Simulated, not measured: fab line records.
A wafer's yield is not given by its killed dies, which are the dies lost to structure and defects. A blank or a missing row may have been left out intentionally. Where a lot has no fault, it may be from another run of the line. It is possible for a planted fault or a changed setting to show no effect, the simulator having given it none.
Chamber matching	flow nandHarc	rieDiel-06 running NHARC_A_STAIRCASE_DESCUM_11: 4 sister chambers
The step chemistry O2, time 3 s. 14 wafers are shown with their chamber, then 7 later ones without.

## WAFERS PAIRED WITH THEIR CHAMBERS
wafer	chamber	showerheadPlenumPTorr (Torr)	drypumpMotorCurrentA (A)	oesProductAu (a.u.)
L074.1	1	1.99	5.8	1.008
L074.2	0	1.88	5.3	1.011
L074.6	1	1.99	5.8	1.013
L075.1	2	1.96	6.2	1.005
L075.2	0	1.88	5.3	1.012
L075.6	2	1.96	6.2	1.012
L079.3	3	2.00	6.2	0.993
L079.5	2	1.96	6.2	1.008
L079.6	1	1.98	5.9	0.997
L082.1	1	1.98	5.8	0.993
L082.3	3	2.00	6.1	0.992
L082.5	1	1.98	5.8	0.988
L090.2	1	1.98	5.9	0.992
L090.4	2	1.95	6.2	1.013

SIGNATURES (means of the wafers above)
reading	chamber 0	chamber 1	chamber 2	chamber 3	scatter within a chamber
showerheadPlenumPTorr	1.8800	1.9833	1.9575	2.0000	0.00456
drypumpMotorCurrentA	5.300	5.833	6.200	6.150	0.0428
oesProductAu	1.01150	0.99850	1.00950	0.99250	0.00726
Rule: distance of a wafer from a chamber = root of the sum over the readings of ((wafer's reading minus chamber's mean) / reading's scatter) squared. If the next closest chamber is less than 2 further off than the closest, the wafer can't be placed; otherwise it belongs to the closest. The scatter: the root of (the sum of the squares of (reading less its chamber's mean) over the shown wafers, divided by (wafers less chambers)).

## WAFERS MISSING THEIR CHAMBER
wafer	showerheadPlenumPTorr (Torr)	drypumpMotorCurrentA (A)	oesProductAu (a.u.)
L090.6	1.95	6.1	1.017
L095.3	1.95	6.1	1.006
L095.5	1.95	6.1	1.008
L095.6	1.99	6.1	0.983
L096.1	1.94	6.2	1.021
L096.4	1.99	6.1	0.996
L096.6	1.87	5.2	1.003

## THE CHAMBER EACH PASSED THROUGH
wafer	from the rows above	in truth
L090.6	2	2
L095.3	2	2
L095.5	2	2
L095.6	3	3
L096.1	2	2
L096.4	3	3
L096.6	0	0
7 of 7 placed correctly. Can't be placed from these rows: 0. Placed wrongly: 0.
